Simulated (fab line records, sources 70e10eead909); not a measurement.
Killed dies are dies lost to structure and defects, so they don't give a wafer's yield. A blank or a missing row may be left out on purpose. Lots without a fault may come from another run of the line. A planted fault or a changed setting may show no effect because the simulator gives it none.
Chamber matching | flow nand_harc | NHARC_A_M0_PRE_CLEAN_31 on pecvd-02: 3 sister chambers
The step time 12 s. 3 wafers are shown with their chamber, then 7 later ones without.

WAFERS WITH THEIR CHAMBER
wafer  | chamber | heater_power_w (W)
L597.4 | 0       | 528
L599.2 | 1       | 652
L599.3 | 2       | 696

WAFERS WITHOUT THEIR CHAMBER
wafer  | heater_power_w (W)
L599.6 | 687
L601.2 | 682
L601.3 | 666
L601.4 | 679
L602.2 | 547
L602.4 | 628
L602.6 | 539

WHICH CHAMBER EACH WENT THROUGH
wafer  | from the rows above     | in truth
L599.6 | can't be placed: 2 or 1 | 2
L601.2 | can't be placed: 2 or 1 | 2
L601.3 | can't be placed: 1 or 2 | 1
L601.4 | can't be placed: 2 or 1 | 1
L602.2 | 0                       | 0
L602.4 | 1                       | 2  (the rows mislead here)
L602.6 | 0                       | 0
Placed correctly: 2 of 7. Can't be placed from these rows: 4 (the true chamber is among the candidates in 4). Placed wrongly: 1.
How it was worked out, from the rows above alone: a wafer's distance from a chamber is the root of the sum, over the readings, of the square of ((its reading less the chamber's mean) divided by the reading's scatter). The wafer belongs to the nearest chamber; if the next one is less than 2 further off, it can't be placed. A chamber's mean is the mean of its shown wafers. The scatter: with one shown wafer a chamber, the root of the mean of the squares of how far each hidden wafer lies from its nearest shown one.
